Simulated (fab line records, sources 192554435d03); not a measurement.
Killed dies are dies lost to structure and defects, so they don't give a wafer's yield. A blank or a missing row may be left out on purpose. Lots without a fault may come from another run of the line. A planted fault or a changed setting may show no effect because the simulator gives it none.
Which tool did it? | flow n5_finfet | 9 lots, 27 wafers sampled, at 5 steps of a route of 1938

WHAT THE GAUGES READ, wafer by wafer
N5_BEOL_M4_OVL_MEAS_29. Usual: V3_OVL -0.2 nm, standard deviation 0.64.
lot  | measured     | on         | V3_OVL (nm)    | flag
L566 | day 8 00:47  | overlay-02 | -0.2 -1.0 -0.7 |
L567 | day 9 21:23  | overlay-02 | -0.7 -0.5 -0.5 |
L569 | day 10 13:53 | overlay-02 | -0.4 -0.6 -0.6 |
L578 | day 12 19:56 | overlay-01 | -0.2 -0.7 -0.7 |
L582 | day 13 23:00 | overlay-01 | 0.0 0.0 0.1    |
L584 | day 13 23:58 | overlay-01 | -0.4 -0.9 -0.1 |
L583 | day 14 00:08 | overlay-02 | 0.0 -0.3 -0.4  |
L587 | day 15 16:06 | overlay-02 | -0.1 -0.3 0.0  |
L589 | day 15 20:12 | overlay-02 | -0.1 -0.5 -0.7 |

N5_BEOL_M4_RC_MEAS_101. Usual: DIBL_N 36.5 mV/V, standard deviation 1.2; DIBL_P 36.5 mV/V, standard deviation 1.6; IOFF_N 0.162 nA/um, standard deviation 0.023; IOFF_P 0.221 nA/um, standard deviation 0.03; ION_N 678 uA/um, standard deviation 8; ION_P 466 uA/um, standard deviation 6.3; SS_N 71.6 mV/dec, standard deviation 0.46; SS_P 73.3 mV/dec, standard deviation 0.57; VT_N 249.2 mV, standard deviation 2.6; VT_P -249 mV, standard deviation 3.3.
lot  | measured     | on        | DIBL_N (mV/V)  | DIBL_P (mV/V)  | IOFF_N (nA/um)    | IOFF_P (nA/um)    | ION_N (uA/um) | ION_P (uA/um) | SS_N (mV/dec)  | SS_P (mV/dec)  | VT_N (mV)         | VT_P (mV)      | flag
L566 | day 8 15:49  | prober-02 | 38.6 36.6 37.1 | 36.2 34.8 34.5 | 0.178 0.144 0.149 | 0.225 0.207 0.197 | 683 665 679   | 463 460 463   | 71.8 71.2 72.2 | 73.7 73.2 72.9 | 247.0 249.8 249.5 | -252 -250 -252 |
L567 | day 10 11:47 | prober-02 | 36.0 37.7 38.3 | 36.5 39.4 39.4 | 0.144 0.172 0.186 | 0.206 0.268 0.272 | 675 675 688   | 469 476 475   | 71.5 71.9 71.6 | 73.3 73.8 73.1 | 252.9 246.7 248.1 | -250 -247 -244 |
L569 | day 10 19:10 | prober-02 | 34.9 35.4 36.6 | 33.9 32.9 34.1 | 0.131 0.129 0.145 | 0.212 0.198 0.216 | 674 664 668   | 468 456 469   | 71.7 71.5 72.1 | 72.4 72.3 72.4 | 250.3 253.1 250.4 | -247 -251 -247 |
L578 | day 13 02:02 | prober-02 | 37.5 38.3 36.6 | 36.6 38.0 36.3 | 0.181 0.198 0.161 | 0.252 0.271 0.251 | 674 677 673   | 459 466 465   | 72.5 72.7 71.7 | 73.3 73.6 72.7 | 250.2 248.7 247.8 | -246 -245 -245 |
L582 | day 14 08:17 | prober-02 | 35.0 35.2 36.1 | 36.7 35.8 37.5 | 0.145 0.135 0.160 | 0.218 0.209 0.250 | 684 681 686   | 475 474 481   | 71.1 71.5 71.6 | 73.9 73.2 73.1 | 249.7 251.7 249.6 | -248 -251 -246 |
L584 | day 14 11:44 | prober-01 | 36.2 35.3 34.6 | 38.9 38.1 36.3 | 0.194 0.165 0.152 | 0.254 0.232 0.215 | 695 677 678   | 471 464 465   | 72.0 72.7 71.9 | 73.8 72.7 73.0 | 247.0 248.3 251.2 | -246 -248 -247 |
L583 | day 14 13:41 | prober-01 | 36.9 35.9 35.0 | 36.6 36.2 35.2 | 0.173 0.165 0.147 | 0.202 0.208 0.184 | 686 693 682   | 460 468 463   | 71.6 71.5 70.8 | 73.0 73.9 72.8 | 248.1 248.6 249.1 | -253 -250 -251 |
L587 | day 16 01:32 | prober-02 | 37.5 37.1 35.6 | 37.2 36.5 34.3 | 0.169 0.147 0.125 | 0.210 0.203 0.176 | 675 669 668   | 462 462 459   | 72.1 72.0 70.9 | 73.1 72.9 73.2 | 250.7 251.4 253.9 | -251 -249 -252 |
L589 | day 16 07:52 | prober-02 | 38.1 37.7 39.2 | 38.1 36.9 38.9 | 0.181 0.170 0.206 | 0.251 0.233 0.258 | 678 691 690   | 468 469 463   | 72.3 72.2 72.1 | 74.5 74.4 73.9 | 248.3 249.1 245.9 | -249 -247 -249 |

WHICH TOOL RAN EACH LOT (tool, then ch and the chambers of the sampled wafers, then the start)
lot  | N5_BEOL_M4_ETCH_69                 | N5_BEOL_M4_ETCHBACK_99             | N5_BEOL_M4_HM_STRIP_39
L566 | rie_diel-04 ch 1,2, day 8 00:57    | rie_diel-06 ch 1,2,3, day 8 10:58  | wet_bench-02 ch 2,4,6, day 8 11:23
L567 | rie_diel-04 ch 0,1,3, day 9 21:41  | rie_diel-04 ch 0,2,3, day 10 05:30 | wet_bench-02 ch 2,4,7, day 10 05:56
L569 | rie_diel-04 ch 1,2, day 10 14:09   | rie_diel-01 ch 0,1,2, day 10 15:04 | wet_bench-02 ch 0,2,6, day 10 15:29
L578 | rie_diel-04 ch 0,1,3, day 12 20:06 | rie_diel-06 ch 2,3, day 12 20:29   | wet_bench-02 ch 3,5,6, day 12 20:55
L582 | rie_diel-01 ch 1,2,3, day 13 23:44 | rie_diel-01 ch 1,2, day 14 04:04   | wet_bench-04 ch 0,5,7, day 14 04:29
L584 | rie_diel-04 ch 1,2, day 14 00:35   | rie_diel-04 ch 1,3, day 14 07:26   | wet_bench-04 ch 2,3,6, day 14 07:52
L583 | rie_diel-04 ch 0,1,2, day 14 00:42 | rie_diel-06 ch 0,1,3, day 14 07:28 | wet_bench-05 ch 2,3,7, day 14 07:53
L587 | rie_diel-06 ch 1,2,3, day 15 16:14 | rie_diel-01 ch 0,2,3, day 15 21:02 | wet_bench-02 ch 2,4,7, day 15 21:28
L589 | rie_diel-04 ch 0,2,3, day 15 20:19 | rie_diel-04 ch 1,2,3, day 16 02:55 | wet_bench-04 ch 1,2,5, day 16 03:21
- N5_BEOL_M4_ETCH_69: etches SiARC in CF4, target depth 15.6 nm, time 26 s.
- N5_BEOL_M4_ETCHBACK_99: etches SiO2 in CHF3, target depth 5 nm, time 10.4 s.
- N5_BEOL_M4_HM_STRIP_39: strips TiN in peroxide tin strip, target depth 25 nm, time 158 s.

WHAT THE TOOLS THEMSELVES READ (means of the sampled wafers that have a number; where no wafer has one, the mark that the record gives instead)
N5_BEOL_M4_ETCH_69. Usual: drypump_motor_current_A 5.8 A, standard deviation 0.44; etch_rf_on_time_s 25.87 s, standard deviation 0.28; oes_product_au 0.66 a.u., standard deviation 0.058; rf_vpp_V 184.6 V, standard deviation 1; showerhead_plenum_p_Torr 2.18 Torr, standard deviation 0.052; throttle_valve_pct 15.66 %, standard deviation 0.22.
lot  | tool        | drypump_motor_current_A (A) | etch_rf_on_time_s (s) | oes_product_au (a.u.) | rf_vpp_V (V) | showerhead_plenum_p_Torr (Torr) | throttle_valve_pct (%) | flag
L566 | rie_diel-04 | 5.3                         | 25.88                 | 0.66                  | 185.0        | 2.17                            | 15.57                  |
L567 | rie_diel-04 | 6.1                         | 25.73                 | 0.70                  | 185.6        | 2.21                            | 15.42                  |
L569 | rie_diel-04 | 5.4                         | 25.79                 | 0.66                  | 183.7        | 2.17                            | 15.59                  |
L578 | rie_diel-04 | 6.1                         | 25.70                 | 0.68                  | 184.9        | 2.20                            | 15.47                  |
L582 | rie_diel-01 | 5.9                         | 25.80                 | 0.66                  | 183.5        | 2.12                            | 15.74                  |
L584 | rie_diel-04 | 5.4                         | 26.22                 | 0.60                  | 183.7        | 2.17                            | 15.91                  |
L583 | rie_diel-04 | 5.7                         | 25.78                 | 0.66                  | 184.6        | 2.20                            | 15.71                  |
L587 | rie_diel-06 | 5.6                         | 25.86                 | 0.62                  | 184.7        | 2.16                            | 15.67                  |
L589 | rie_diel-04 | 6.1                         | 25.85                 | 0.71                  | 184.7        | 2.21                            | 15.61                  |

N5_BEOL_M4_ETCHBACK_99. Usual: drypump_motor_current_A 5.8 A, standard deviation 0.42; oes_product_au 0.77 a.u., standard deviation 0.058; rf_vpp_V 241 V, standard deviation 3.1; showerhead_plenum_p_Torr 2.18 Torr, standard deviation 0.056; throttle_valve_pct 17.12 %, standard deviation 0.19.
lot  | tool        | drypump_motor_current_A (A) | oes_product_au (a.u.) | rf_vpp_V (V) | showerhead_plenum_p_Torr (Torr) | throttle_valve_pct (%) | flag
L566 | rie_diel-06 | 5.6                         | 0.77                  | 244          | 2.19                            | 17.02                  |
L567 | rie_diel-04 | 6.1                         | 0.79                  | 242          | 2.24                            | 17.13                  |
L569 | rie_diel-01 | 5.9                         | 0.83                  | 240          | 2.17                            | 17.12                  |
L578 | rie_diel-06 | 5.6                         | 0.72                  | 242          | 2.18                            | 17.06                  |
L582 | rie_diel-01 | 5.9                         | 0.79                  | 241          | 2.13                            | 17.15                  |
L584 | rie_diel-04 | 5.7                         | 0.75                  | 240          | 2.17                            | 16.88                  |
L583 | rie_diel-06 | 5.9                         | 0.75                  | 240          | 2.14                            | 17.20                  |
L587 | rie_diel-01 | 5.9                         | 0.76                  | 241          | 2.16                            | 17.26                  |
L589 | rie_diel-04 | 5.7                         | 0.79                  | 242          | 2.18                            | 17.01                  |

N5_BEOL_M4_HM_STRIP_39. Usual: run_length_s 165 s, standard deviation 3.4.
lot  | tool         | run_length_s (s) | flag
L566 | wet_bench-02 | 164              |
L567 | wet_bench-02 | 164              |
L569 | wet_bench-02 | 164              |
L578 | wet_bench-02 | 155              |
L582 | wet_bench-04 | 163              |
L584 | wet_bench-04 | 163              |
L583 | wet_bench-05 | 170              |
L587 | wet_bench-02 | 172              |
L589 | wet_bench-04 | 162              |

THE ANSWER, worked out from the rows above alone
Rule: a lot is off if the mean of its wafers that have a number lies more than 3 standard deviations from the usual mean. A lot without any number at a reading at which 4 lots or more have one is off too. The other lots that the step has rows for count as sound. The gauges are gone through in route order, then the tools' own readings, and for those a lot's mean is taken as printed above. The first step at which some lot is off is used, and at that step the reading that is off furthest; a lot without a number counts as furthest.
No lot is off at any reading shown: from this, nothing can be told.

WHAT THE SIMULATOR HAD PUT IN
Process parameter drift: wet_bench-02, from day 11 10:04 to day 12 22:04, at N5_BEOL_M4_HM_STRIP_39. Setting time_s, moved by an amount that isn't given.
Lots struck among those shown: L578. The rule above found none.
